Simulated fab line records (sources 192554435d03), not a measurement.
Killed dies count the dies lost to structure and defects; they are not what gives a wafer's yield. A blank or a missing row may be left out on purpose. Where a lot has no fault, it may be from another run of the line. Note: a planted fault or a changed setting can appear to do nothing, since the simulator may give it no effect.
Chamber matching -- flow n5-finfet -- N5_BEOL_M13_VIA_ETCH_16 on rie-diel-06: 4 sister chambers
The step etches SiOC in C4F8/O2/Ar, target depth 921.7 nm. 16 wafers are shown with their chamber, then 8 later ones without.

== EACH WAFER AND ITS CHAMBER ==
wafer,chamber,showerhead-plenum-p-Torr (Torr),drypump-motor-current-A (A),throttle-valve-pct (%)
L074.1,1,3.17,6.0,24.04
L074.4,2,3.52,5.6,24.25
L074.6,2,3.52,5.6,24.24
L079.2,2,3.51,5.6,24.26
L079.5,2,3.51,5.6,24.25
L079.6,1,3.16,6.0,24.07
L081.3,3,3.59,6.6,23.94
L081.5,0,3.34,6.0,23.82
L081.6,1,3.16,6.0,24.08
L085.2,2,3.50,5.6,24.26
L085.4,1,3.16,6.0,24.09
L085.5,2,3.50,5.6,24.28
L087.2,3,3.58,6.6,23.96
L087.4,2,3.50,5.6,24.26
L087.6,1,3.15,6.0,24.11
L092.2,3,3.58,6.7,23.96

SIGNATURES (averages over the wafers above)
reading,chamber 0,chamber 1,chamber 2,chamber 3,scatter within a chamber
showerhead-plenum-p-Torr,3.3400,3.1600,3.5086,3.5833,0.00792
drypump-motor-current-A,6.000,6.000,5.600,6.633,0.0236
throttle-valve-pct,23.8200,24.0780,24.2571,23.9533,0.018
Rule: a wafer's distance from a chamber is the root of the sum, over the readings, of the square of ((its reading less the chamber's mean) divided by the reading's scatter). The wafer belongs to the nearest chamber; if the next one is less than 2 further off, it can't be placed. The scatter: take each reading less its chamber's mean, square it, sum over the shown wafers, divide by the number of wafers less the number of chambers, and take the root.

== WAFERS WITH NO CHAMBER GIVEN ==
wafer,showerhead-plenum-p-Torr (Torr),drypump-motor-current-A (A),throttle-valve-pct (%)
L092.3,3.50,5.6,24.30
L092.5,3.50,5.6,24.28
L095.1,3.15,6.0,24.12
L095.2,3.49,5.6,24.29
L095.3,3.58,6.6,23.97
L093.1,3.15,6.0,24.12
L093.2,3.58,6.6,23.98
L093.6,3.33,6.0,23.88

== CHAMBER TAKEN BY EACH ==
wafer,from the rows above,in truth
L092.3,2,2
L092.5,2,2
L095.1,1,1
L095.2,2,2
L095.3,3,3
L093.1,1,1
L093.2,3,3
L093.6,0,0
Correctly placed: 8 of 8. Left unplaced by these rows: 0. Wrongly placed: 0.
